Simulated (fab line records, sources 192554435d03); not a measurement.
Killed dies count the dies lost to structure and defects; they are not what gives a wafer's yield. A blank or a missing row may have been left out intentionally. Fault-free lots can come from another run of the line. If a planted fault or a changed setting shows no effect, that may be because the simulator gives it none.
The tool behind it: which one?    flow n5-finfet    9 lots with 26 wafers sampled at 5 steps, on a route of 1938 steps

== WHAT THE GAUGES READ, wafer by wafer ==
N5_HKMG_FIN_OVL_MEAS_50. Usual: NDIPOLE_OVL typically reads 0.2 nm, with standard deviation 0.69.
lot   measured     on          NDIPOLE_OVL (nm)  flag
L217  day 4 10:46  overlay-01  -0.5 -0.9 -0.5    
L220  day 5 07:25  overlay-02  1.3 -0.3 0.7      
L221  day 5 12:32  overlay-02  0.8 0.9 0.3       
L224  day 6 02:56  overlay-02  -1.1 -0.2 0.6     
L225  day 6 13:08  overlay-02  0.5 0.3 0.0       
L229  day 7 09:32  overlay-02  -0.5 0.7 1.2      
L231  day 8 00:31  overlay-02  -0.4 -0.2 -0.5    
L232  day 8 05:15  overlay-02  -0.4 0.5          
L233  day 8 12:38  overlay-01  0.1 0.9 -0.3      

N5_BEOL_M4_RC_MEAS_101. Usual: DIBL_N 36.1 mV/V, standard deviation 2.3; DIBL_P 36 mV/V, standard deviation 3.2; IOFF_N 0.16 nA/um, standard deviation 0.045; IOFF_P 0.21 nA/um, standard deviation 0.049; ION_N 674 uA/um, standard deviation 14; ION_P 462 uA/um, standard deviation 8.4; SS_N 71.6 mV/dec, standard deviation 0.83; SS_P 73.2 mV/dec, standard deviation 0.87; VT_N 249 mV, standard deviation 3.8; VT_P -250 mV, standard deviation 3.4.
lot   measured      on         DIBL_N (mV/V)   DIBL_P (mV/V)  IOFF_N (nA/um)  IOFF_P (nA/um)  ION_N (uA/um)  ION_P (uA/um)  SS_N (mV/dec)   SS_P (mV/dec)   VT_N (mV)    VT_P (mV)       flag
L217  day 12 02:29  prober-01  36.3 33.2 36.7  33 30 35       0.14 0.10 0.14  0.18 0.15 0.21  650 672 682    449 459 470    71.9 71.6 72.0  72.9 72.3 73.0  254 255 253  -250 -253 -250  
L220  day 13 01:20  prober-02  37.0 38.4 36.7  38 39 37       0.19 0.20 0.19  0.25 0.25 0.23  671 679 683    455 465 464    72.0 72.7 72.6  73.9 74.4 73.6  246 249 250  -247 -249 -249  
L221  day 12 13:42  prober-02  35.9 31.9 35.3  36 31 34       0.16 0.10 0.16  0.18 0.13 0.17  671 663 670    449 451 453    71.5 69.7 70.8  74.0 72.0 72.7  248 252 246  -250 -256 -255  
L224  day 14 01:37  prober-01  31.5 30.9 30.0  30 30 29       0.09 0.09 0.09  0.14 0.14 0.13  645 657 653    446 456 455    70.8 69.4 69.6  72.5 71.8 71.3  257 254 256  -254 -252 -255  
L225  day 13 15:51  prober-01  33.8 34.2 34.2  34 34 34       0.16 0.14 0.15  0.22 0.21 0.21  667 662 684    462 460 474    71.5 71.5 71.1  73.0 72.4 73.1  248 250 248  -248 -249 -249  
L229  day 15 11:49  prober-02  36.9 38.7 39.8  34 37 37       0.16 0.19 0.22  0.20 0.24 0.24  689 693 688    470 472 465    70.9 71.8 71.8  72.9 74.2 73.6  249 243 243  -247 -245 -247  
L231  day 14 17:44  prober-01  31.4 37.2 36.4  30 36 35       0.09 0.19 0.16  0.13 0.20 0.19  645 672 668    446 462 458    69.8 71.5 71.4  72.4 73.5 73.7  255 247 250  -258 -249 -254  
L232  day 15 19:21  prober-01  35.0 35.4       37 37          0.14 0.15       0.19 0.19       678 676        466 465        72.0 72.3       73.1 73.5       254 251      -256 -253       
L233  day 15 19:40  prober-02  36.0 34.3 38.8  35 33 39       0.16 0.15 0.24  0.22 0.20 0.29  669 670 688    460 459 464    71.3 71.2 72.0  72.8 72.3 73.4  248 248 243  -247 -248 -247  

== WHAT TOOL EACH LOT RAN ON (gives the tool, then ch and the chambers of the sampled wafers, and finally the start) ==
lot   N5_SDB_ETCH_25                     N5_DUMMY_REMOVAL_STRIP_10          N5_HKMG_FIN_ETCH_55
L217  rie-diel-04 ch 0,1,3, day 4 05:50  rie-diel-06 ch 0,1,3, day 4 09:16  rie-diel-03 ch 0,2, day 4 10:54
L220  rie-diel-03 ch 0,1,2, day 5 01:57  rie-diel-05 ch 1,2,3, day 5 05:55  rie-diel-03 ch 0,1,2, day 5 07:43
L221  rie-diel-04 ch 0,2,3, day 5 07:39  rie-diel-02 ch 0,1, day 5 11:02    rie-diel-04 ch 0,2, day 5 12:41
L224  rie-diel-01 ch 0,2,3, day 5 22:11  rie-diel-02 ch 0,2, day 6 01:34    rie-diel-01 ch 2,3, day 6 03:05
L225  rie-diel-03 ch 0,1,3, day 6 08:18  rie-diel-05 ch 0,2,3, day 6 11:41  rie-diel-04 ch 1,2, day 6 13:17
L229  rie-diel-04 ch 0,2,3, day 7 04:26  rie-diel-06 ch 1,2, day 7 07:50    rie-diel-03 ch 0,1, day 7 09:41
L231  rie-diel-01 ch 0,2,3, day 7 19:37  rie-diel-05 ch 0,1, day 7 23:01    rie-diel-04 ch 2,3, day 8 00:40
L232  rie-diel-03 ch 1, day 8 00:12      rie-diel-05 ch 1,2, day 8 03:43    rie-diel-03 ch 1,3, day 8 05:23
L233  rie-diel-03 ch 0,1, day 8 07:14    rie-diel-06 ch 0,2, day 8 11:02    rie-diel-03 ch 2,3, day 8 12:47
- N5_SDB_ETCH_25: etches SiO2 in C4F6/O2, target depth 10 nm, time 3.3 s.
- N5_DUMMY_REMOVAL_STRIP_10: strips in N2/H2, time 40 s.
- N5_HKMG_FIN_ETCH_55: etches SOC in N2/H2, target depth 240 nm, time 300 s.

== AS READ BY THE TOOLS THEMSELVES (means over the sampled wafers that have a number; for cases with no such wafer, the mark the record gives instead) ==
N5_SDB_ETCH_25. Usual: O2_flow_sccm 9.993 sccm, standard deviation 0.026; chamber-pressure-mTorr 29.998 mTorr, standard deviation 0.026; drypump-motor-current-A 5.68 A, standard deviation 0.21; oes-product-au 0.77 a.u., standard deviation 0.069; rf-vpp-V 667 V, standard deviation 26; showerhead-plenum-p-Torr 2.84 Torr, standard deviation 0.082; throttle-valve-pct 21.24 %, standard deviation 0.16.
lot   tool         O2_flow_sccm (sccm)  chamber-pressure-mTorr (mTorr)  drypump-motor-current-A (A)  oes-product-au (a.u.)  rf-vpp-V (V)  showerhead-plenum-p-Torr (Torr)  throttle-valve-pct (%)  flag
L217  rie-diel-04  10.006               30.004                          5.67                         0.73                   676           2.83                             21.34                   
L220  rie-diel-03  10.005               29.983                          5.76                         0.77                   645           2.85                             21.20                   
L221  rie-diel-04  10.002               30.032                          5.50                         0.72                   679           2.89                             21.33                   
L224  rie-diel-01  9.992                30.002                          5.73                         0.77                   670           2.81                             21.23                   
L225  rie-diel-03  10.011               29.965                          5.65                         0.78                   641           2.78                             21.20                   
L229  rie-diel-04  9.979                30.004                          5.50                         0.82                   679           2.88                             21.24                   
L231  rie-diel-01  10.002               29.994                          5.77                         0.75                   670           2.80                             21.25                   
L232  rie-diel-03  10.006               30.000                          5.78                         0.81                   632           2.76                             21.38                   
L233  rie-diel-03  9.963                30.009                          5.70                         0.78                   635           2.78                             21.31                   

N5_DUMMY_REMOVAL_STRIP_10. Usual: chamber-pressure-mTorr 99.98 mTorr, standard deviation 0.088; drypump-motor-current-A 5.6 A, standard deviation 0.45; oes-product-au 0.77 a.u., standard deviation 0.062; rf-vpp-V 45.4 V, standard deviation 0.76; showerhead-plenum-p-Torr 3.40 Torr, standard deviation 0.13; throttle-valve-pct 12.32 %, standard deviation 0.27.
lot   tool         chamber-pressure-mTorr (mTorr)  drypump-motor-current-A (A)  oes-product-au (a.u.)  rf-vpp-V (V)  showerhead-plenum-p-Torr (Torr)  throttle-valve-pct (%)  flag
L217  rie-diel-06  100.02                          5.8                          0.78                   45.4          3.48                             12.20                   
L220  rie-diel-05  99.94                           5.8                          0.76                   45.2          3.44                             12.29                   
L221  rie-diel-02  99.99                           5.4                          0.75                   44.8          3.31                             12.44                   
L224  rie-diel-02  99.93                           4.9                          0.72                   45.5          3.29                             12.57                   
L225  rie-diel-05  100.01                          5.7                          0.76                   45.5          3.35                             12.23                   
L229  rie-diel-06  100.04                          5.5                          0.75                   46.1          3.40                             12.04                   
L231  rie-diel-05  99.99                           5.4                          0.72                   45.1          3.42                             12.41                   
L232  rie-diel-05  100.00                          5.9                          0.76                   45.9          3.54                             12.39                   
L233  rie-diel-06  100.03                          5.7                          0.76                   44.9          3.38                             12.39                   

N5_HKMG_FIN_ETCH_55. Usual: chamber-pressure-mTorr is 29.998 mTorr with standard deviation 0.028, drypump-motor-current-A is 5.68 A with standard deviation 0.2, oes-product-au is 0.77 a.u. with standard deviation 0.075, rf-vpp-V is 524.1 V with standard deviation 2.4, run-length-s is 323.2 s with standard deviation 0.49, showerhead-plenum-p-Torr is 2.54 Torr with standard deviation 0.086, and throttle-valve-pct is 17.91 % with standard deviation 0.22.
lot   tool         chamber-pressure-mTorr (mTorr)  drypump-motor-current-A (A)  oes-product-au (a.u.)  rf-vpp-V (V)  run-length-s (s)  showerhead-plenum-p-Torr (Torr)  throttle-valve-pct (%)  flag
L217  rie-diel-03  30.005                          5.67                         0.75                   525.1         323.3             2.56                             17.73                   
L220  rie-diel-03  29.974                          5.76                         0.77                   524.0         323.1             2.54                             17.80                   
L221  rie-diel-04  30.018                          5.55                         0.70                   524.9         323.3             2.59                             18.06                   
L224  rie-diel-01  29.998                          5.73                         0.73                   524.6         323.2             2.54                             18.16                   
L225  rie-diel-04  29.986                          5.74                         0.71                   524.3         323.4             2.55                             18.15                   
L229  rie-diel-03  29.998                          5.63                         0.75                   523.4         323.2             2.48                             17.79                   
L231  rie-diel-04  29.983                          5.31                         0.72                   526.5         323.4             2.64                             18.18                   
L232  rie-diel-03  29.983                          5.75                         0.80                   521.0         258.4             2.44                             17.74                   OFF
L233  rie-diel-03  30.005                          5.77                         0.76                   523.4         237.0             2.49                             17.65                   OFF

== THE ANSWER, worked out from the rows above alone ==
Rule: a lot counts as off when the mean over its wafers that have a number is more than 3 standard deviations away from the usual mean. A lot without any number at a reading at which 4 lots or more have one is off too. Any other lot the step has rows for is counted as sound. After the gauges, taken in route order, come the tools' own readings; for these a lot's mean is taken, as printed above. At the first step where some lot is off, the reading lying furthest off is the one used; lots without a number count as furthest.
Off: L232, L233 (N5_HKMG_FIN_ETCH_55, run-length-s).
If a tool, at that step or one of the process steps before it, ran each lot that is off and ran no sound lot following the first of them, it fits. One fits: rie-diel-03 at N5_SDB_ETCH_25 and N5_HKMG_FIN_ETCH_55. At N5_SDB_ETCH_25 its last sound lot is L225 (day 6 08:18), its first lot that is off L232 (day 8 00:12): a fault that began between those two fits.

== WHAT THE SIMULATOR PUT IN ==
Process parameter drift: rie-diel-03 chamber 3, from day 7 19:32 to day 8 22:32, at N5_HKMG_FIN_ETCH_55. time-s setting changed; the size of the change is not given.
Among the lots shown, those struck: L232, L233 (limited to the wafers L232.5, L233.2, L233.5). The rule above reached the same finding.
